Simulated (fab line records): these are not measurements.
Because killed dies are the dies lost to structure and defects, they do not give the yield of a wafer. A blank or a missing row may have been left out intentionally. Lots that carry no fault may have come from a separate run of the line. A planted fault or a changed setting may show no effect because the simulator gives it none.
Matching of chambers + flow n5_finfet + N5_FIN_SAQP_SPACER1_ALD_24 on ald_sin-03 has 4 sister chambers
The step deposits SiO2, target thk 20.3 nm, pulse time 1 s, purge time 2 s. 4 wafers are shown with their chamber, then 9 later ones without.

WAFERS PAIRED WITH THEIR CHAMBERS
| wafer  | chamber | heater_power_w (W) |
|--------|---------|--------------------|
| L084.6 | 2       | 475                |
| L086.1 | 1       | 506                |
| L086.2 | 3       | 533                |
| L086.3 | 0       | 460                |

WAFERS WITHOUT THEIR CHAMBER
| wafer  | heater_power_w (W) |
|--------|--------------------|
| L088.1 | 452                |
| L088.3 | 470                |
| L088.6 | 472                |
| L090.2 | 530                |
| L090.4 | 438                |
| L090.6 | 440                |
| L097.2 | 540                |
| L097.3 | 518                |
| L097.5 | 457                |

WHICH CHAMBER EACH WENT THROUGH
| wafer  | from the rows above     | in truth |
|--------|-------------------------|----------|
| L088.1 | can't be placed: 0 or 2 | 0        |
| L088.3 | can't be placed: 2 or 0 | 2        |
| L088.6 | can't be placed: 2 or 0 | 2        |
| L090.2 | can't be placed: 3 or 1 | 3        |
| L090.4 | can't be placed: 0 or 2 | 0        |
| L090.6 | can't be placed: 0 or 2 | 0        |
| L097.2 | 3                       | 3        |
| L097.3 | can't be placed: 1 or 3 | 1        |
| L097.5 | can't be placed: 0 or 2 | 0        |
Correct placement for 1 of the 9. From these rows, 8 cannot be placed; in 8 the true chamber is one of the candidates. Wrongly placed: 0.
How it was worked out, from the rows above alone: a wafer's distance from a chamber is the root of the sum, over the readings, of the square of ((its reading less the chamber's mean) divided by the reading's scatter). If the next closest chamber is less than 2 further off than the closest, the wafer can't be placed; otherwise it belongs to the closest. A chamber's mean is the mean of its shown wafers. The scatter: root of mean squared gap, hidden wafer to nearest shown wafer, with one shown wafer a chamber.
